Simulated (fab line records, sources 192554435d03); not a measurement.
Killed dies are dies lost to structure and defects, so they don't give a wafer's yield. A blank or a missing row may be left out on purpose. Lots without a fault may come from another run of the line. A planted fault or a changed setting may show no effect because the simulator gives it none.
Which tool did it? | flow n5_finfet | 24 lots, 72 wafers sampled, at 6 steps of a route of 1938

WHAT THE GAUGES READ, wafer by wafer
The record holds no reading of a measuring or inspecting step that can be judged against a usual standard deviation.

WHICH TOOL RAN EACH LOT (tool, then ch and the chambers of the sampled wafers, then the start)
lot  | N5_BEOL_M1_SPUTTER_48        | N5_BEOL_M1_ANNEAL_49         | N5_BEOL_M1_SPUTTER_88        | N5_BEOL_M1_SPUTTER_90        | N5_BEOL_M1_ANNEAL_51             | N5_BEOL_M1_CO_CAP_55
L074 | pvd_sputter-03, day 6 04:27  | pvd_sputter-03, day 6 04:32  | pvd_sputter-03, day 6 05:20  | pvd_sputter-03, day 6 05:33  | rtp_anneal-02 ch 0, day 6 06:25  | cvd_co-02 ch 0,2, day 6 07:06
L075 | pvd_sputter-01, day 7 02:36  | pvd_sputter-01, day 7 02:41  | pvd_sputter-01, day 7 03:29  | pvd_sputter-01, day 7 03:42  | rtp_anneal-01 ch 0, day 7 04:34  | cvd_co-02 ch 0,2, day 7 05:14
L077 | pvd_sputter-02, day 7 09:40  | pvd_sputter-02, day 7 09:45  | pvd_sputter-02, day 7 10:33  | pvd_sputter-02, day 7 10:46  | rtp_anneal-02 ch 0, day 7 11:40  | cvd_co-02 ch 0,1, day 7 12:19
L076 | pvd_sputter-01, day 7 12:10  | pvd_sputter-01, day 7 12:15  | pvd_sputter-01, day 7 13:03  | pvd_sputter-01, day 7 13:16  | rtp_anneal-02 ch 0, day 7 14:08  | cvd_co-02 ch 0,2, day 7 14:48
L078 | pvd_sputter-02, day 8 05:50  | pvd_sputter-02, day 8 05:55  | pvd_sputter-02, day 8 06:43  | pvd_sputter-02, day 8 06:56  | rtp_anneal-01 ch 0, day 8 07:50  | cvd_co-02 ch 1,2, day 8 08:28
L079 | pvd_sputter-01, day 8 20:39  | pvd_sputter-01, day 8 20:44  | pvd_sputter-01, day 8 21:32  | pvd_sputter-01, day 8 21:45  | rtp_anneal-02 ch 0, day 8 22:36  | cvd_co-02 ch 0,2, day 8 23:17
L083 | pvd_sputter-02, day 10 00:46 | pvd_sputter-02, day 10 00:51 | pvd_sputter-02, day 10 01:39 | pvd_sputter-02, day 10 01:52 | rtp_anneal-01 ch 0, day 10 02:43 | cvd_co-02 ch 0,2, day 10 03:24
L081 | pvd_sputter-02, day 10 05:22 | pvd_sputter-02, day 10 05:26 | pvd_sputter-02, day 10 06:14 | pvd_sputter-02, day 10 06:28 | rtp_anneal-01 ch 0, day 10 07:35 | cvd_co-01 ch 0,1,2, day 10 08:17
L082 | pvd_sputter-02, day 10 09:04 | pvd_sputter-02, day 10 09:08 | pvd_sputter-02, day 10 09:56 | pvd_sputter-02, day 10 10:10 | rtp_anneal-01 ch 0, day 10 11:04 | cvd_co-01 ch 0,2, day 10 11:41
L084 | pvd_sputter-02, day 10 10:54 | pvd_sputter-02, day 10 10:59 | pvd_sputter-02, day 10 11:47 | pvd_sputter-02, day 10 12:00 | rtp_anneal-02 ch 0, day 10 12:52 | cvd_co-01 ch 0,1, day 10 13:31
L080 | pvd_sputter-01, day 10 14:05 | pvd_sputter-01, day 10 14:11 | pvd_sputter-01, day 10 15:03 | pvd_sputter-01, day 10 15:17 | rtp_anneal-01 ch 0, day 10 16:21 | cvd_co-02 ch 0,1, day 10 17:01
L086 | pvd_sputter-01, day 10 17:37 | pvd_sputter-01, day 10 17:42 | pvd_sputter-01, day 10 18:30 | pvd_sputter-01, day 10 18:43 | rtp_anneal-01 ch 0, day 10 19:40 | cvd_co-02 ch 0,1, day 10 20:14
L085 | pvd_sputter-01, day 10 19:28 | pvd_sputter-01, day 10 19:32 | pvd_sputter-01, day 10 20:20 | pvd_sputter-01, day 10 20:34 | rtp_anneal-02 ch 0, day 10 21:39 | cvd_co-01 ch 0,1,2, day 10 22:13
L087 | pvd_sputter-01, day 11 00:38 | pvd_sputter-01, day 11 00:43 | pvd_sputter-01, day 11 01:31 | pvd_sputter-01, day 11 01:44 | rtp_anneal-01 ch 0, day 11 02:38 | cvd_co-02 ch 1,2, day 11 03:16
L089 | pvd_sputter-02, day 11 00:52 | pvd_sputter-02, day 11 00:57 | pvd_sputter-02, day 11 01:45 | pvd_sputter-02, day 11 01:58 | rtp_anneal-02 ch 0, day 11 03:01 | cvd_co-02 ch 0,2, day 11 03:38
L088 | pvd_sputter-03, day 11 04:35 | pvd_sputter-03, day 11 04:40 | pvd_sputter-03, day 11 05:28 | pvd_sputter-03, day 11 05:41 | rtp_anneal-01 ch 0, day 11 06:37 | cvd_co-02 ch 0,1,2, day 11 07:12
L093 | pvd_sputter-01, day 11 15:07 | pvd_sputter-01, day 11 15:12 | pvd_sputter-01, day 11 16:00 | pvd_sputter-01, day 11 16:13 | rtp_anneal-02 ch 0, day 11 17:05 | cvd_co-01 ch 1,2, day 11 17:45
L090 | pvd_sputter-03, day 11 22:08 | pvd_sputter-03, day 11 22:13 | pvd_sputter-03, day 11 23:01 | pvd_sputter-03, day 11 23:14 | rtp_anneal-02 ch 0, day 12 00:05 | cvd_co-02 ch 0,2, day 12 02:26
L092 | pvd_sputter-02, day 12 01:23 | pvd_sputter-02, day 12 01:28 | pvd_sputter-02, day 12 02:16 | pvd_sputter-02, day 12 02:29 | rtp_anneal-02 ch 0, day 12 03:26 | cvd_co-02 ch 0,1,2, day 12 04:01
L091 | pvd_sputter-03, day 12 03:46 | pvd_sputter-03, day 12 03:51 | pvd_sputter-03, day 12 04:39 | pvd_sputter-03, day 12 04:52 | rtp_anneal-01 ch 0, day 12 06:43 | cvd_co-02 ch 1,2, day 12 07:23
L095 | pvd_sputter-01, day 12 09:07 | pvd_sputter-01, day 12 09:12 | pvd_sputter-01, day 12 10:00 | pvd_sputter-01, day 12 10:13 | rtp_anneal-02 ch 0, day 12 11:16 | cvd_co-02 ch 1,2, day 12 11:53
L094 | pvd_sputter-02, day 12 10:41 | pvd_sputter-02, day 12 10:46 | pvd_sputter-02, day 12 11:34 | pvd_sputter-02, day 12 11:47 | rtp_anneal-02 ch 0, day 12 12:41 | cvd_co-02 ch 0,1,2, day 12 13:19
L097 | pvd_sputter-01, day 12 11:44 | pvd_sputter-01, day 12 11:49 | pvd_sputter-01, day 12 12:37 | pvd_sputter-01, day 12 12:50 | rtp_anneal-01 ch 0, day 12 13:44 | cvd_co-01 ch 0,2, day 12 14:21
L096 | pvd_sputter-03, day 12 12:11 | pvd_sputter-03, day 12 12:16 | pvd_sputter-03, day 12 13:04 | pvd_sputter-03, day 12 13:17 | rtp_anneal-01 ch 0, day 12 14:08 | cvd_co-01 ch 0,2, day 12 14:49
- N5_BEOL_M1_SPUTTER_48: material Cu, target thk 4.5 nm, time 8.29 s.
- N5_BEOL_M1_ANNEAL_49: time 240 s.
- N5_BEOL_M1_SPUTTER_88: material Cu, target thk 4.5 nm, time 8.29 s.
- N5_BEOL_M1_SPUTTER_90: material Cu, target thk 4.5 nm, time 8.29 s.
- N5_BEOL_M1_ANNEAL_51: time 90 s.
- N5_BEOL_M1_CO_CAP_55: material Co, precursor CCTBA/H2, target thk 2 nm, time 102.1 s.

WHAT THE TOOLS THEMSELVES READ (means of the sampled wafers that have a number; where no wafer has one, the mark that the record gives instead)
N5_BEOL_M1_SPUTTER_48.
lot  | tool           | substrate_temp_c (C) | throttle_valve_pct (%)
L074 | pvd_sputter-03 | -20.04               | 30.2
L075 | pvd_sputter-01 | -20.01               | 31.5
L077 | pvd_sputter-02 | -20.06               | 30.3
L076 | pvd_sputter-01 | -19.99               | 30.7
L078 | pvd_sputter-02 | -19.93               | 30.0
L079 | pvd_sputter-01 | -19.98               | 31.3
L083 | pvd_sputter-02 | -19.99               | 30.4
L081 | pvd_sputter-02 | -19.96               | 30.3
L082 | pvd_sputter-02 | -20.04               | 30.5
L084 | pvd_sputter-02 | -20.01               | 29.6
L080 | pvd_sputter-01 | -20.10               | 30.5
L086 | pvd_sputter-01 | -20.09               | 30.5
L085 | pvd_sputter-01 | -19.91               | 30.5
L087 | pvd_sputter-01 | -19.86               | 31.3
L089 | pvd_sputter-02 | -20.04               | 31.1
L088 | pvd_sputter-03 | -20.00               | 30.2
L093 | pvd_sputter-01 | -20.06               | 30.6
L090 | pvd_sputter-03 | -20.01               | 30.2
L092 | pvd_sputter-02 | -20.03               | 30.5
L091 | pvd_sputter-03 | -19.96               | 30.1
L095 | pvd_sputter-01 | -19.91               | 31.3
L094 | pvd_sputter-02 | -20.00               | 30.9
L097 | pvd_sputter-01 | -19.90               | 31.3
L096 | pvd_sputter-03 | -20.06               | 30.1

N5_BEOL_M1_ANNEAL_49.
lot  | tool           | heater_power_w (W)
L074 | pvd_sputter-03 | 912
L075 | pvd_sputter-01 | 736
L077 | pvd_sputter-02 | 875
L076 | pvd_sputter-01 | 778
L078 | pvd_sputter-02 | 850
L079 | pvd_sputter-01 | 736
L083 | pvd_sputter-02 | 735
L081 | pvd_sputter-02 | 841
L082 | pvd_sputter-02 | 733
L084 | pvd_sputter-02 | 742
L080 | pvd_sputter-01 | 754
L086 | pvd_sputter-01 | 756
L085 | pvd_sputter-01 | 791
L087 | pvd_sputter-01 | 748
L089 | pvd_sputter-02 | 729
L088 | pvd_sputter-03 | 840
L093 | pvd_sputter-01 | 800
L090 | pvd_sputter-03 | 896
L092 | pvd_sputter-02 | 724
L091 | pvd_sputter-03 | 847
L095 | pvd_sputter-01 | 748
L094 | pvd_sputter-02 | 827
L097 | pvd_sputter-01 | 741
L096 | pvd_sputter-03 | 856

N5_BEOL_M1_SPUTTER_88.
lot  | tool           | substrate_temp_c (C) | throttle_valve_pct (%)
L074 | pvd_sputter-03 | -19.83               | 30.0
L075 | pvd_sputter-01 | -20.09               | 31.3
L077 | pvd_sputter-02 | -20.04               | 30.4
L076 | pvd_sputter-01 | -20.03               | 30.5
L078 | pvd_sputter-02 | -20.14               | 30.1
L079 | pvd_sputter-01 | -20.04               | 31.4
L083 | pvd_sputter-02 | -19.94               | 30.5
L081 | pvd_sputter-02 | -20.04               | 30.2
L082 | pvd_sputter-02 | -19.94               | 30.4
L084 | pvd_sputter-02 | -20.01               | 29.7
L080 | pvd_sputter-01 | -20.12               | 30.6
L086 | pvd_sputter-01 | -20.01               | 30.7
L085 | pvd_sputter-01 | -19.96               | 30.4
L087 | pvd_sputter-01 | -19.98               | 31.5
L089 | pvd_sputter-02 | -20.13               | 31.1
L088 | pvd_sputter-03 | -20.01               | 30.2
L093 | pvd_sputter-01 | -19.91               | 30.6
L090 | pvd_sputter-03 | -20.04               | 30.1
L092 | pvd_sputter-02 | -19.99               | 30.4
L091 | pvd_sputter-03 | -19.90               | 30.2
L095 | pvd_sputter-01 | -19.91               | 31.2
L094 | pvd_sputter-02 | -19.98               | 30.7
L097 | pvd_sputter-01 | -19.98               | 31.5
L096 | pvd_sputter-03 | -20.06               | 30.3

N5_BEOL_M1_SPUTTER_90.
lot  | tool           | substrate_temp_c (C) | throttle_valve_pct (%)
L074 | pvd_sputter-03 | -20.04               | 30.1
L075 | pvd_sputter-01 | -19.96               | 31.4
L077 | pvd_sputter-02 | -20.01               | 30.2
L076 | pvd_sputter-01 | -19.98               | 30.5
L078 | pvd_sputter-02 | -19.87               | 30.0
L079 | pvd_sputter-01 | -20.03               | 31.3
L083 | pvd_sputter-02 | -20.03               | 30.4
L081 | pvd_sputter-02 | -19.95               | 30.0
L082 | pvd_sputter-02 | -20.05               | 30.4
L084 | pvd_sputter-02 | -20.04               | 29.7
L080 | pvd_sputter-01 | -19.90               | 30.4
L086 | pvd_sputter-01 | -20.00               | 30.6
L085 | pvd_sputter-01 | -20.06               | 30.3
L087 | pvd_sputter-01 | -20.05               | 31.4
L089 | pvd_sputter-02 | -19.97               | 31.2
L088 | pvd_sputter-03 | -20.03               | 30.1
L093 | pvd_sputter-01 | -19.93               | 30.6
L090 | pvd_sputter-03 | -19.97               | 30.1
L092 | pvd_sputter-02 | -19.97               | 30.3
L091 | pvd_sputter-03 | -19.84               | 30.0
L095 | pvd_sputter-01 | -20.11               | 31.4
L094 | pvd_sputter-02 | -19.95               | 30.9
L097 | pvd_sputter-01 | -19.83               | 31.1
L096 | pvd_sputter-03 | -20.07               | 30.3

N5_BEOL_M1_ANNEAL_51.
lot  | tool          | wafer_temp_C_max
L074 | rtp_anneal-02 | 226.9
L075 | rtp_anneal-01 | 226.2
L077 | rtp_anneal-02 | 226.4
L076 | rtp_anneal-02 | 226.6
L078 | rtp_anneal-01 | 226.3
L079 | rtp_anneal-02 | 226.4
L083 | rtp_anneal-01 | 225.9
L081 | rtp_anneal-01 | 226.2
L082 | rtp_anneal-01 | 226.3
L084 | rtp_anneal-02 | 226.5
L080 | rtp_anneal-01 | 225.8
L086 | rtp_anneal-01 | 226.4
L085 | rtp_anneal-02 | 226.4
L087 | rtp_anneal-01 | 226.2
L089 | rtp_anneal-02 | 226.8
L088 | rtp_anneal-01 | 226.0
L093 | rtp_anneal-02 | 226.9
L090 | rtp_anneal-02 | 226.8
L092 | rtp_anneal-02 | 226.6
L091 | rtp_anneal-01 | 226.4
L095 | rtp_anneal-02 | 226.4
L094 | rtp_anneal-02 | 226.5
L097 | rtp_anneal-01 | 226.4
L096 | rtp_anneal-01 | 226.2

N5_BEOL_M1_CO_CAP_55.
lot  | tool      | heater_power_w (W)
L074 | cvd_co-02 | 222
L075 | cvd_co-02 | 225
L077 | cvd_co-02 | 225
L076 | cvd_co-02 | 226
L078 | cvd_co-02 | 231
L079 | cvd_co-02 | 224
L083 | cvd_co-02 | 228
L081 | cvd_co-01 | 214
L082 | cvd_co-01 | 225
L084 | cvd_co-01 | 203
L080 | cvd_co-02 | 218
L086 | cvd_co-02 | 218
L085 | cvd_co-01 | 213
L087 | cvd_co-02 | 231
L089 | cvd_co-02 | 225
L088 | cvd_co-02 | 224
L093 | cvd_co-01 | 216
L090 | cvd_co-02 | 221
L092 | cvd_co-02 | 227
L091 | cvd_co-02 | 234
L095 | cvd_co-02 | 231
L094 | cvd_co-02 | 225
L097 | cvd_co-01 | 226
L096 | cvd_co-01 | 228

THE ANSWER, worked out from the rows above alone
Rule: what is usual is taken from the lots themselves. Put in order of their means at a reading, lots are off if they are a third of the lots or fewer, leave a main group of 4 or more, and stand apart from it by a gap of 3 or more times the standard deviation of the main group's means; of several such gaps the widest counts. A main group whose means are all the same, to the digits that the tables above print for the reading, isn't used. A lot without any number at a reading at which 4 lots or more have one is off too. The other lots that the step has rows for count as sound. The gauges are gone through in route order, then the tools' own readings, and for those a lot's mean is taken as printed above. The first step at which some lot is off is used, and at that step the reading that is off furthest; a lot without a number counts as furthest.
No lot is off at any reading shown: from this, nothing can be told.

WHAT THE SIMULATOR HAD PUT IN
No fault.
